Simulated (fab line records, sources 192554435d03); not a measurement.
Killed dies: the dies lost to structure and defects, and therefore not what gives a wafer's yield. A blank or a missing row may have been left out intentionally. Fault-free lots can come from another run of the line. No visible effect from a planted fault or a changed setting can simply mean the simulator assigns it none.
fab line records	flow n5Finfet
[record] lots = 9	wafers = 25	lastDay = 19
route steps=1938 shown DUMMY_GATE@237 SPACER0@261 SD_EPI_N@272 BEOL_M4@1111 PASSIVATION@1936
lots that met no fault: taken from a fault-free run of the same line
startH: the number of hours between the record's first day and the start of the first shown wafer of the lot	waitH: hours since the lot's step before	" same as the row above	L1.1+2: a single row standing in for several wafers	- either no value or no given start	* or withheld: withheld	< > ~ a bound
route shown NAME@n: names a module that has steps shown in the file, with the first one's number in the route	usual: mean/standard deviation of fault-free wafers	same: alike in all rows	chamber/n: place in a boat	sites: each site's reading	_std_site: their standard deviation	_edge_site: inner sites' mean taken away from outer sites' mean	radiusMm: how far each site lies from the wafer's centre	mask NAME#n: copy n	behind: tool/chamber where the wafer was last shaped	hold: reason for holding the lot/hours on hold/outcome of the hold	device: names the non-switching transistor (n, p or np)	end of line: tests run on the same wafers once the route is complete	a step without rows: its recipe alone	killed: not the wafer's yield, but the dies lost to structure and defects at the first sort	map: shows each die of a wafer: x if killed, . if not, _ if none is there
set.NAME: the setting the step ran with; set.NAME@STEP: the setting that earlier step ran with	model.NAME: the simulator's own value behind a step, which no gauge read
a sample of lots followed through the steps of the route, with each step as a table and each wafer as a row
services: the hour from which a tool's chamber was out of use, counted from the record's first day as startH (under 0 if before that day), plus the number of hours and why
[[steps]]
[step N5_DUMMY_GATE_ETCH_37]
[recipe] chemistry = N2/H2	target = SOC	targetDepthA = 600	overetchA = 300	tempC = 40	ionEnergyEv = 200	pressureMtorr = 30	sourceW = 840	biasW = 150	n2FlowSccm = 200	h2FlowSccm = 200
[usual] drypumpMotorCurrentA = 5.6/0.43	oesProductAu = 0.62/0.054	rfVppV = 524.1/2	showerheadPlenumPTorr = 2.55/0.07	tempC = 40.00/0.12	throttleValvePct = 17.80/0.28
lot.wafer	tool	chamber	startH	waitH	drypumpMotorCurrentA	oesProductAu	rfHoursCounterH	rfVppV	showerheadPlenumPTorr	tempC	throttleValvePct
L292.1	rieDiel-06	0	53.73	0.0	5.2	0.66	75	521.7	2.48	40.05	18.00
L292.2	"	3	"	"	5.6	0.60	146	526.5	2.65	40.24	17.88
L292.6	"	1	"	"	6.5	0.56	-	523.2	2.54	40.13	18.00
L293.3	rieDiel-05	1	60.66	0.0	5.6	0.58	177	525.7	2.64	39.87	17.71
L293.6	"	1	"	"	5.6	0.59	-	526.2	2.64	40.00	17.70
L295.3	rieDiel-02	1	70.12	0.0	5.7	0.74	11	524.4	2.51	40.09	17.79
L295.5	"	2	"	"	6.0	0.63	-	525.5	2.56	39.86	17.70
L297.2	rieDiel-05	1	82.02	0.0	5.6	0.58	184	527.5	2.64	40.09	17.72
L297.5	"	1	"	"	5.6	0.58	-	525.0	2.64	40.19	17.70
L297.6	"	0	"	"	5.2	0.69	-	522.3	2.46	39.91	17.21
L306.1	rieDiel-05	0	138.57	0.0	5.2	0.67	71	522.1	2.45	40.05	17.22
L306.3	"	3	"	"	5.1	0.55	230	523.0	2.49	40.08	18.07
L306.4	"	2	"	"	6.2	0.68	48	525.3	2.61	40.21	17.55
L308.1	rieDiel-05	3	147.46	0.0	5.1	0.55	233	524.0	2.49	39.96	18.07
L308.2	"	0	"	"	5.3	0.67	74	522.3	2.45	40.16	17.23
L308.4	"	2	"	"	6.2	0.68	51	525.6	2.61	39.82	17.54
L311.1	rieDiel-05	1	166.36	0.0	5.6	0.57	208	527.6	2.63	39.75	17.76
L311.2	"	0	"	"	5.3	0.67	78	522.8	2.45	40.05	17.24
L311.3	"	2	"	"	6.2	0.68	56	526.2	2.60	39.96	17.57
L312.1	rieDiel-02	2	172.45	0.0	6.1	0.61	155	522.8	2.54	39.92	17.76
L312.3	"	1	"	"	5.7	0.67	43	522.5	2.50	39.97	17.83
L312.5	"	2	"	"	6.0	0.60	-	524.6	2.54	39.97	17.75
L314.1	rieDiel-05	3	185.06	0.0	5.1	0.55	243	523.7	2.49	39.91	18.09
L314.3	"	2	"	"	6.2	0.66	61	525.3	2.60	40.19	17.57
L314.5	"	0	"	"	5.3	0.66	-	524.2	2.45	39.95	17.26
[step N5_DUMMY_GATE_CD_MEAS_24]
[recipe] targetCdNm = 15
[usual] cdNm = 15.0/0.43
lot.wafer	tool	chamber	startH	waitH	cdNm
L292.1	cdSem-01	-	54.49	0.1	14.8
L292.2	"	-	"	"	14.6
L292.6	"	-	"	"	15.8
L293.3	cdSem-03	-	61.53	0.1	14.7
L293.6	"	-	"	"	14.4
L295.3	cdSem-01	-	70.87	0.1	15.7
L295.5	"	-	"	"	15.5
L297.2	cdSem-01	-	82.75	0.1	15.1
L297.5	"	-	"	"	14.8
L297.6	"	-	"	"	15.6
L306.1	cdSem-03	-	139.29	0.1	15.1
L306.3	"	-	"	"	14.1
L306.4	"	-	"	"	15.3
L308.1	cdSem-01	-	148.18	0.1	14.6
L308.2	"	-	"	"	14.9
L308.4	"	-	"	"	15.4
L311.1	cdSem-01	-	167.08	0.1	14.3
L311.2	"	-	"	"	15.5
L311.3	"	-	"	"	15.3
L312.1	cdSem-03	-	173.26	0.1	14.9
L312.3	"	-	"	"	15.0
L312.5	"	-	"	"	15.4
L314.1	cdSem-03	-	186.07	0.1	14.9
L314.3	"	-	"	"	15.6
L314.5	"	-	"	"	15.4
[step N5_DUMMY_GATE_ETCH_42]
[recipe] chemistry = CHF3/O2	target = SiO2	targetDepthA = 35	timeS = 31	ionEnergyEv = 30	biasW = 12	pressureMtorr = 30	sourceW = 600	Ar_flow_sccm = 200	CHF3_flow_sccm = 50	O2_flow_sccm = 5
[usual] drypumpMotorCurrentA = 5.7/0.46	oesProductAu = 0.77/0.064	rfVppV = 42.7/0.96	showerheadPlenumPTorr = 2.42/0.067	throttleValvePct = 18.82/0.2
lot.wafer	tool	chamber	startH	waitH	drypumpMotorCurrentA	oesProductAu	rfHoursCounterH	rfVppV	showerheadPlenumPTorr	throttleValvePct
L292.1	rieDiel-05	3	54.54	0.0	5.1	0.70	206	42.1	2.41	19.07
L292.2	"	1	"	"	5.6	0.76	175	43.9	2.49	18.63
L292.6	"	3	"	"	5.1	0.71	-	41.5	2.41	19.08
L293.3	rieDiel-06	1	61.57	0.0	6.6	0.70	195	42.5	2.37	18.69
L293.6	"	3	"	"	5.6	0.75	-	43.0	2.50	18.84
L295.3	rieDiel-06	3	70.91	0.0	5.6	0.75	152	42.5	2.50	18.87
L295.5	"	2	"	"	5.6	0.77	-	43.3	2.53	18.81
L297.2	rieDiel-06	1	82.86	0.1	6.5	0.70	201	43.5	2.37	18.70
L297.5	"	2	"	"	5.6	0.76	-	42.5	2.52	18.83
L297.6	"	1	"	"	6.6	0.69	-	44.1	2.37	18.71
L306.1	rieDiel-05	1	139.47	0.2	5.6	0.72	200	43.2	2.48	18.67
L306.3	"	2	"	"	6.2	0.86	48	42.9	2.44	18.39
L306.4	"	0	"	"	5.3	0.86	71	42.1	2.37	18.52
L308.1	rieDiel-06	2	148.23	0.0	5.6	0.76	168	43.9	2.52	18.86
L308.2	"	0	"	"	5.2	0.80	102	43.0	2.35	19.05
L308.4	"	3	"	"	5.7	0.73	174	41.1	2.49	18.89
L311.1	rieDiel-02	2	167.13	0.0	6.0	0.76	152	43.1	2.40	18.71
L311.2	"	1	"	"	5.6	0.85	41	40.7	2.34	18.76
L311.3	"	0	"	"	5.1	0.70	190	41.6	2.51	19.24
L312.1	rieDiel-06	2	173.31	0.0	5.6	0.75	174	43.6	2.51	18.85
L312.3	"	1	"	"	6.5	0.68	224	43.1	2.36	18.75
L312.5	"	3	"	"	5.6	0.73	-	41.7	2.49	18.89
L314.1	rieDiel-06	2	186.12	0.0	5.6	0.75	177	41.4	2.51	18.87
L314.3	"	0	"	"	5.2	0.79	111	42.8	2.35	19.07
L314.5	"	1	"	"	6.5	0.69	-	43.9	2.36	18.75
[step N5_DUMMY_GATE_PRECLEAN_25]
[recipe] chemistry = O3/DIW	timeS = 45	tempC = 22	o3Ppm = 10
[usual] tempC = 22.02/0.11
lot.wafer	tool	chamber	startH	waitH	tempC
L292.1	wetBench-04	7	54.67	0.0	22.05
L292.2	"	6	"	"	21.99
L292.6	"	1	"	"	22.01
L293.3	wetBench-05	3	61.71	0.0	22.12
L293.6	"	0	"	"	21.97
L295.3	wetBench-01	1	71.05	0.0	22.06
L295.5	"	2	"	"	22.15
L297.2	wetBench-05	0	83.00	0.0	21.91
L297.5	"	1	"	"	21.83
L297.6	"	3	"	"	22.15
L306.1	wetBench-05	1	139.61	0.0	22.19
L306.3	"	2	"	"	22.15
L306.4	"	5	"	"	22.09
L308.1	wetBench-05	1	148.37	0.0	22.09
L308.2	"	4	"	"	22.07
L308.4	"	0	"	"	22.17
L311.1	wetBench-04	1	167.26	0.0	22.13
L311.2	"	4	"	"	22.29
L311.3	"	5	"	"	22.06
L312.1	wetBench-04	0	173.44	0.0	22.06
L312.3	"	4	"	"	21.92
L312.5	"	6	"	"	22.02
L314.1	wetBench-01	5	186.25	0.0	22.04
L314.3	"	0	"	"	21.95
L314.5	"	6	"	"	22.22
[step N5_DUMMY_GATE_INSPECT_27]
[recipe] inspectInstrument = brightfield	mode = aei
[usual] rawDefectCount = 315/77
lot.wafer	tool	chamber	startH	waitH	rawDefectCount
L292.1	defectInspect-02	-	54.77	0.0	483
L292.2	"	-	"	"	368
L292.6	"	-	"	"	499
L293.3	defectInspect-01	-	61.81	0.0	296
L293.6	"	-	"	"	302
L295.3	defectInspect-02	-	71.15	0.0	156
L295.5	"	-	"	"	164
L297.2	defectInspect-02	-	83.11	0.0	306
L297.5	"	-	"	"	287
L297.6	"	-	"	"	270
L306.1	defectInspect-02	-	139.71	0.0	884
L306.3	"	-	"	"	824
L306.4	"	-	"	"	744
L308.1	defectInspect-01	-	148.47	0.0	661
L308.2	"	-	"	"	715
L308.4	"	-	"	"	711
L311.1	defectInspect-02	-	167.36	0.0	360
L311.2	"	-	"	"	369
L311.3	"	-	"	"	317
L312.1	defectInspect-01	-	173.54	0.0	329
L312.3	"	-	"	"	295
L312.5	"	-	"	"	276
L314.1	defectInspect-02	-	186.35	0.0	328
L314.3	"	-	"	"	492
L314.5	"	-	"	"	385
[step N5_SPACER0_INSPECT_04]
[recipe] inspectInstrument = darkfield	mode = postDep
[usual] rawDefectCount = 138/30
lot.wafer	tool	chamber	startH	waitH	rawDefectCount
L292.1	defectInspect-01	-	55.43	0.1	213
L292.2	"	-	"	"	161
L292.6	"	-	"	"	212
L293.3	defectInspect-02	-	62.41	0.1	119
L293.6	"	-	"	"	143
L295.3	defectInspect-01	-	72.28	0.1	86
L295.5	"	-	"	"	93
L297.2	defectInspect-02	-	84.07	0.1	120
L297.5	"	-	"	"	141
L297.6	"	-	"	"	101
L306.1	defectInspect-02	-	140.31	0.1	588
L306.3	"	-	"	"	577
L306.4	"	-	"	"	563
L308.1	defectInspect-01	-	149.08	0.1	526
L308.2	"	-	"	"	564
L308.4	"	-	"	"	564
L311.1	defectInspect-01	-	168.17	0.1	157
L311.2	"	-	"	"	155
L311.3	"	-	"	"	138
L312.1	defectInspect-02	-	174.15	0.1	127
L312.3	"	-	"	"	146
L312.5	"	-	"	"	110
L314.1	defectInspect-02	-	187.63	0.1	136
L314.3	"	-	"	"	198
L314.5	"	-	"	"	144
[step N5_SD_EPI_N_INSPECT_11]
[recipe] mode = adi	inspectInstrument = macro
[usual] rawDefectCount = 1.9/1.3
lot.wafer	tool	chamber	startH	waitH	rawDefectCount
L292.1	defectInspect-01	-	55.76	0.0	5
L292.2	"	-	"	"	1
L292.6	"	-	"	"	1
L293.3	defectInspect-02	-	62.87	0.0	3
L293.6	"	-	"	"	1
L295.3	defectInspect-02	-	72.73	0.0	3
L295.5	"	-	"	"	3
L297.2	defectInspect-02	-	84.42	0.0	3
L297.5	"	-	"	"	4
L297.6	"	-	"	"	4
L306.1	defectInspect-01	-	140.64	0.0	>300
L306.3	"	-	"	"	>300
L306.4	"	-	"	"	>300
L308.1	defectInspect-01	-	149.40	0.0	>300
L308.2	"	-	"	"	>300
L308.4	"	-	"	"	>300
L311.1	defectInspect-01	-	168.49	0.0	3
L311.2	"	-	"	"	3
L311.3	"	-	"	"	0
L312.1	defectInspect-01	-	174.60	0.0	2
L312.3	"	-	"	"	1
L312.5	"	-	"	"	2
L314.1	defectInspect-01	-	188.09	0.0	3
L314.3	"	-	"	"	2
L314.5	"	-	"	"	4
[step N5_SD_EPI_N_INSPECT_26]
[recipe] inspectInstrument = darkfield	mode = postEpi
[usual] rawDefectCount = 216/39
lot.wafer	tool	chamber	startH	waitH	rawDefectCount
L292.1	defectInspect-01	-	59.78	0.1	303
L292.2	"	-	"	"	241
L292.6	"	-	"	"	293
L293.3	defectInspect-02	-	67.37	0.1	229
L293.6	"	-	"	"	262
L295.3	defectInspect-01	-	76.80	0.1	222
L295.5	"	-	"	"	222
L297.2	defectInspect-02	-	88.86	0.1	174
L297.5	"	-	"	"	170
L297.6	"	-	"	"	169
L306.1	defectInspect-01	-	145.88	0.1	660
L306.3	"	-	"	"	649
L306.4	"	-	"	"	640
L308.1	defectInspect-01	-	154.13	0.1	604
L308.2	"	-	"	"	644
L308.4	"	-	"	"	671
L311.1	defectInspect-02	-	173.12	0.1	217
L311.2	"	-	"	"	221
L311.3	"	-	"	"	218
L312.1	defectInspect-02	-	178.60	0.1	184
L312.3	"	-	"	"	204
L312.5	"	-	"	"	150
L314.1	defectInspect-01	-	193.83	0.1	220
L314.3	"	-	"	"	272
L314.5	"	-	"	"	231
[step N5_BEOL_M4_RC_MEAS_101]
[usual] DIBL_N = 36.5/1.9	DIBL_P = 36.4/2.2	IOFF_N = 0.17/0.034	IOFF_P = 0.21/0.036	ION_N = 678/12	ION_P = 462/7.1	SS_N = 71.7/0.61	SS_P = 73.4/0.71	VT_N = 249/3.5	VT_P = -251/3
lot.wafer	tool	chamber	startH	waitH	DIBL_N[mV/V]	DIBL_P[mV/V]	IOFF_N[nA/um]	IOFF_P[nA/um]	ION_N[uA/um]	ION_P[uA/um]	SS_N[mV/dec]	SS_P[mV/dec]	VT_N[mV]	VT_P[mV]
L292.1	prober-02	0	185.35	0.0	37.6	37.9	0.16	0.23	671	455	71.6	73.9	248	-250
L292.2	"	0	"	"	40.3	40.5	0.23	0.27	691	471	71.8	75.4	243	-247
L292.6	"	0	"	"	36.1	35.1	0.15	0.18	666	453	70.9	73.0	251	-253
L295.3	prober-01	0	193.03	0.3	34.2	34.7	0.15	0.20	675	464	70.5	72.9	249	-249
L295.5	"	0	"	"	34.4	34.6	0.15	0.20	676	471	70.9	73.6	250	-248
L293.3	prober-02	0	204.51	0.3	39.2	39.0	0.22	0.23	689	462	72.0	74.0	246	-252
L293.6	"	0	"	"	39.5	38.4	0.22	0.24	677	464	72.4	73.7	245	-252
L297.2	prober-01	0	213.71	0.2	38.0	36.3	0.18	0.21	679	458	71.9	73.6	250	-251
L297.5	"	0	"	"	38.1	36.2	0.17	0.19	669	453	72.0	73.5	252	-255
L297.6	"	0	"	"	36.9	36.1	0.16	0.21	676	461	71.0	73.4	248	-249
L306.1	prober-02	0	294.59	0.0	33.7	34.0	0.11	0.16	664	456	71.0	72.5	255	-252
L306.3	"	0	"	"	38.1	39.5	0.18	0.24	683	474	72.7	73.6	252	-250
L306.4	"	0	"	"	34.3	34.0	0.11	0.15	661	453	70.8	72.9	255	-255
L308.1	prober-01	0	299.84	0.0	38.4	39.3	0.20	0.25	689	470	71.7	73.9	244	-248
L308.2	"	0	"	"	36.4	37.1	0.16	0.21	674	459	71.1	73.2	250	-251
L308.4	"	0	"	"	36.3	36.7	0.17	0.21	700	474	71.9	73.1	247	-251
L312.1	prober-01	0	308.03	0.2	37.5	38.5	0.20	0.21	690	465	73.0	74.2	247	-251
L312.3	"	0	"	"	36.0	37.6	0.16	0.18	665	449	71.5	73.1	250	-254
L312.5	"	0	"	"	35.6	37.0	0.16	0.19	686	466	71.1	73.4	248	-256
L311.1	prober-01	0	318.58	0.0	38.7	38.4	0.20	0.27	687	466	72.4	74.0	247	-246
L311.2	"	0	"	"	36.4	35.0	0.16	0.21	684	465	71.9	73.6	249	-250
L311.3	"	0	"	"	35.9	34.8	0.14	0.20	678	468	71.1	73.4	252	-253
L314.1	prober-01	0	347.71	0.0	36.4	35.3	0.16	0.21	669	459	71.8	73.7	250	-250
L314.3	"	0	"	"	34.1	32.6	0.13	0.17	673	464	71.4	72.4	253	-253
L314.5	"	0	"	"	34.1	32.6	0.13	0.18	676	466	71.1	73.0	251	-252
[step N5_PASSIVATION_PROBE_49]
[usual] defectLimitedYield = 91.0/1.5	killed_at_M0_to_M3 = 35/11	killed_at_M4_up = 13/5	killedAtContacts = 12/5.9	killedAtFrontEnd = 42/13	killedAtOther = 3/3.2	killedDies = 106/18	killedOpen = 69/13	killedShort = 35/8.9	sort_bin_5_function = 5.2/0.95	sort_bin_6_memory = 3.3/0.71	sortNPass = 1074/18	sortYieldPct = 91.0/1.5
[same] grossDies = 1180	killedAtBackSide = 0	sort_bin_4_leakage[%] = 0	sort_bin_8_speed[%] = 0
lot.wafer	tool	chamber	startH	waitH	defectLimitedYield[%]	killed_at_M0_to_M3	killed_at_M4_up	killedAtContacts	killedAtFrontEnd	killedAtOther	killedDies	killedOpen	killedShort	sort_bin_5_function[%]	sort_bin_6_memory[%]	sortNPass	sortYieldPct[%]
L306.1	prober-02	-	402.34	0.0	81.9	22	7	21	160	3	213	82	25	12.1	3.6	967	81.9
L306.3	prober-02	-	402.44	0.1	86.7	29	8	8	103	9	157	49	30	8.1	3.4	1023	86.7
L306.4	prober-02	-	402.49	0.2	83.7	35	7	17	130	3	192	63	27	9.4	4.9	988	83.7
L308.1	prober-02	-	414.09	0.0	82.5	33	15	1	151	6	206	63	32	12.0	3.6	974	82.5
L308.2	prober-02	-	414.14	0.1	84.6	46	9	5	120	2	182	60	39	10.3	3.5	998	84.6
L308.4	prober-02	-	414.24	0.2	85.1	49	16	9	101	1	176	78	29	8.8	4.5	1004	85.1
L311.1	prober-02	-	434.13	0.0	90.9	29	16	4	46	12	107	66	34	5.4	3.0	1073	90.9
L311.2	prober-02	-	434.18	0.1	91.9	33	15	5	36	6	95	63	31	4.8	2.7	1085	91.9
L311.3	prober-02	-	434.23	0.1	91.3	33	11	11	40	8	103	64	38	5.6	2.9	1077	91.3
// killed by level:class
L306.1 DUMMY_GATE:unspecified=104 FIN_SAQP:geometricParticle:open=19 MOL_CONTACT_COAG:geometricParticle:open=19 FIN_SAQP:geometricParticle:short=10 DUMMY_GATE:geometricParticle:open=9 BEOL_M0_SAQP:geometricParticle:open=7 STI_FIN_REVEAL:geometricParticle:open=5 BEOL_M2:geometricParticle:open=5
L306.3 DUMMY_GATE:unspecified=72 FIN_SAQP:geometricParticle:open=9 BEOL_M3:geometricParticle:open=9 FIN_SAQP:geometricParticle:short=6 BEOL_M1:geometricParticle:open=6 MOL_CONTACT_COAG:geometricParticle:open=5 BEOL_M0_SAQP:geometricParticle:short=4 STARTING-WAFER:geometricParticle:short=4
L306.4 DUMMY_GATE:unspecified=101 MOL_CONTACT_COAG:geometricParticle:open=12 DUMMY_GATE:geometricParticle:open=7 BEOL_M3:geometricParticle:open=7 BEOL_M2:geometricParticle:open=7 STI_FIN_REVEAL:geometricParticle:open=6 MOL_CONTACT_COAG:geometricParticle:short=5 BEOL_M0_SAQP:geometricParticle:open=5
L308.1 DUMMY_GATE:unspecified=110 FIN_SAQP:geometricParticle:open=16 BEOL_M3:geometricParticle:open=9 BEOL_M4:geometricParticle:open=7 STI_FIN_REVEAL:geometricParticle:open=7 FIN_SAQP:geometricParticle:short=5 BEOL_M0_SAQP:geometricParticle:short=5 BEOL_M3:geometricParticle:short=5
L308.2 DUMMY_GATE:unspecified=81 FIN_SAQP:geometricParticle:open=12 BEOL_M0_SAQP:geometricParticle:short=8 BEOL_M3:geometricParticle:short=7 FIN_SAQP:geometricParticle:short=6 BEOL_M0_SAQP:geometricParticle:open=6 BEOL_M3:geometricParticle:open=6 BEOL_M1:geometricParticle:open=5
L308.4 DUMMY_GATE:unspecified=69 BEOL_M0_SAQP:geometricParticle:open=12 BEOL_M1:geometricParticle:open=11 BEOL_M3:geometricParticle:open=11 FIN_SAQP:geometricParticle:open=8 STI_FIN_REVEAL:geometricParticle:open=7 MOL_CONTACT_COAG:geometricParticle:open=7 BEOL_M4:geometricParticle:open=7
L311.1 FIN_SAQP:geometricParticle:open=12 GATE_CUT:geometricParticle:short=10 BEOL_M4:geometricParticle:open=10 BEOL_M0_SAQP:geometricParticle:short=8 STI_FIN_REVEAL:geometricParticle:open=7 BEOL_M0_SAQP:geometricParticle:open=6 PASS1_CAP:geometricParticle:open=6 HKMG_FIN:areaEtch=6
L311.2 STI_FIN_REVEAL:geometricParticle:open=13 BEOL_M4:geometricParticle:open=10 BEOL_M0_SAQP:geometricParticle:short=9 BEOL_M0_SAQP:geometricParticle:open=8 BEOL_M3:geometricParticle:open=7 FIN_SAQP:geometricParticle:short=5 MOL_CONTACT_COAG:geometricParticle:open=4 BEOL_M1:geometricParticle:open=4
L311.3 BEOL_M3:geometricParticle:open=10 STI_FIN_REVEAL:geometricParticle:open=9 BEOL_M0_SAQP:geometricParticle:short=9 FIN_SAQP:geometricParticle:open=7 MOL_CONTACT_COAG:geometricParticle:open=7 BEOL_M4:geometricParticle:open=7 BEOL_M0_SAQP:geometricParticle:open=6 FIN_SAQP:geometricParticle:short=5
[[services]]
tool	chamber	startH	hours	kind
rieDiel-05	0	32.32	29.0	repair
rieDiel-06	1	36.08	7.9	repair
rieDiel-05	3	51.80	1.8	repair
wetBench-04	-	76.07	1.6	repair
rieDiel-06	-	95.50	1.1	repair
rieDiel-02	0	110.40	10.7	repair
rieDiel-02	-	134.86	0.7	repair
wetBench-01	-	137.99	5.8	repair
rieDiel-02	3	147.66	-	clean
rieDiel-02	3	147.66	-	consumableReplace:focusRing
rieDiel-02	3	147.66	33.6	scheduledDown
rieDiel-02	3	147.66	33.6	ventCycle
wetBench-01	-	164.20	4.6	repair
[[key]]
[firstSign] step = N5_DUMMY_GATE_INSPECT_27	reading = rawDefectCount	direction = up	sigmas = 5.7	usual = 315	struck = 756
[effect] step = N5_SPACER0_INSPECT_04	reading = rawDefectCount	direction = up	sigmas = 14	usual = 138	struck = 564
[effect] step = N5_SD_EPI_N_INSPECT_11	reading = rawDefectCount	direction = up	sigmas = 99+	usual = 1.9	struck = >300
[effect] step = N5_SD_EPI_N_INSPECT_26	reading = rawDefectCount	direction = up	sigmas = 11	usual = 216	struck = 645
[effect] step = N5_PASSIVATION_PROBE_49	reading = killedAtFrontEnd	direction = up	sigmas = 6.7	usual = 42	struck = 128
[moreKillsBornAt] N5_DUMMY_GATE_PRECLEAN_25@wetBench-05 = 537
metAt N5_DUMMY_GATE_PRECLEAN_25
struckLots L306,L308
notActingAt N5_DUMMY_GATE_ETCH_37,N5_DUMMY_GATE_CD_MEAS_24,N5_DUMMY_GATE_ETCH_42
onsetBetween 83.00 139.61
[fault] kind = chamberParticleSource	tool = wetBench-05	chamber = -	onsetH = 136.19	steps = N5_DUMMY_GATE_PRECLEAN_25	ratePerVisitCm2 = 0.64791	endH = 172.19
